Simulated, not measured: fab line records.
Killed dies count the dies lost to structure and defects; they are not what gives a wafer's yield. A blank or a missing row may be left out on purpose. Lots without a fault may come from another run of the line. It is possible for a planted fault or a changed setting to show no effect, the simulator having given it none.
Comparing a struck lot with a sound one || flow n5_finfet || 15 steps out of a route of 1938
Sound: these wafers, L524.1, L524.4, L524.6. Struck: wafers L535.3, L535.4, L535.5. At the end, the cause is stated.
Per side, at each step with rows, come the tool, then ch with its chambers, and then its first start. Under that, the readings that differ: sound wafers || struck wafers || difference of the means || sigmas: that difference in standard deviations of wafers without a fault.
alike: words and numbers the same on both sides, and readings whose means are apart by under 2 such deviations; not compared: readings that were withheld, readings missing a value for some wafer, numbers with overlapping values and no deviation given by the record, and bounds like >300 which may hide the same value.
The two part at a step that has a row with sigmas, a row that says differs or no value, or rows on one side only. Non-overlapping numbers with no deviation appear without sigmas and do not part them. A reading that every wafer of one side lacks parts them only if that side has two wafers or more.

N5_PASSIVATION_AL_ETCH_33: etches Al in Cl2/BCl3, stops on TaN, target depth 2800 nm, time 466.7 s.
  sound on rie_metal-02 ch 1, day 13 16:54; struck on rie_metal-02 ch 0,1, day 15 19:02
  alike: bcl3_flow_sccm, drypump_motor_current_A, oes_product_au, throttle_valve_pct
  not compared: rf_hours_counter_h
N5_PASSIVATION_ETCH_59: etches TaN in Cl2/BCl3, target depth 65 nm, time 34.9 s.
  sound on rie_metal-02 ch 1, day 13 17:18; struck on rie_metal-02 ch 0,1, day 15 19:20
  alike: bcl3_flow_sccm, drypump_motor_current_A, oes_product_au, throttle_valve_pct
  not compared: rf_hours_counter_h
N5_PASSIVATION_STRIP_34: strips in O2.
  sound on rie_diel-04 ch 0,3, day 13 17:25; struck on rie_diel-06 ch 2,3, day 15 19:26
{"reading": "showerhead_plenum_p_Torr (Torr)", "sound": "2.12 2.25 2.25", "struck": "2.02 2.04 2.02", "difference": -0.18, "sigmas": -2}
  alike: drypump_motor_current_A, o2_flow_sccm, oes_product_au, rf_vpp_V, throttle_valve_pct
  not compared: rf_hours_counter_h
then, 4 steps without rows for these wafers: N5_PASSIVATION_STRIP_51 (strips in post etch residue remover, time 1200 s); N5_PASSIVATION_CLEAN_69 (cleans in IPA, time 180 s); N5_PASSIVATION_SRD_70 (time 30 s); N5_PASSIVATION_PECVD_53 (deposits SiO2 from TEOS/O2, target thk 800 nm, time 169.4 s).
N5_PASSIVATION_PECVD_35: deposits SiNx from SiH4/NH3/N2, target thk 700 nm, time 151.3 s.
  sound on pecvd-01 ch 0,2, day 13 18:02; struck on pecvd-02 ch 0,1,2, day 15 20:02
  alike: heater_power_w, showerhead_plenum_p_Torr, throttle_valve_pct
  not compared: since_wet_clean_h
then, 4 steps without rows for these wafers: N5_PASSIVATION_HMDS_37 (time 60 s); N5_PASSIVATION_COAT_38; N5_PASSIVATION_EBR_40; N5_PASSIVATION_SOFTBAKE_39 (time 120 s).
N5_PASSIVATION_EXPOSE_41: exposes mask PASS OPEN, defocus 0 nm, target cd 40000 nm.
  sound on krf_scanner-01 ch 0, day 13 18:18; struck on krf_scanner-01 ch 0, day 15 20:18
{"reading": "exposure_dose_mJ_cm2", "sound": "57.25 57.32 57.37", "struck": "58.77 58.76 58.80", "difference": "+1.46", "sigmas": "+26"}
  alike: mask
following that, these wafers have no rows for 1 step: N5_PASSIVATION_PEB_42.
N5_PASSIVATION_PROBE_49:
  rows exist in the record for the struck wafers here (prober-01, day 15 23:45), but not for the sound ones

## WHERE THEY PART
Last at N5_PASSIVATION_PROBE_49 as far as this record goes, first at N5_PASSIVATION_STRIP_34.

WHY: whatever the simulator had introduced
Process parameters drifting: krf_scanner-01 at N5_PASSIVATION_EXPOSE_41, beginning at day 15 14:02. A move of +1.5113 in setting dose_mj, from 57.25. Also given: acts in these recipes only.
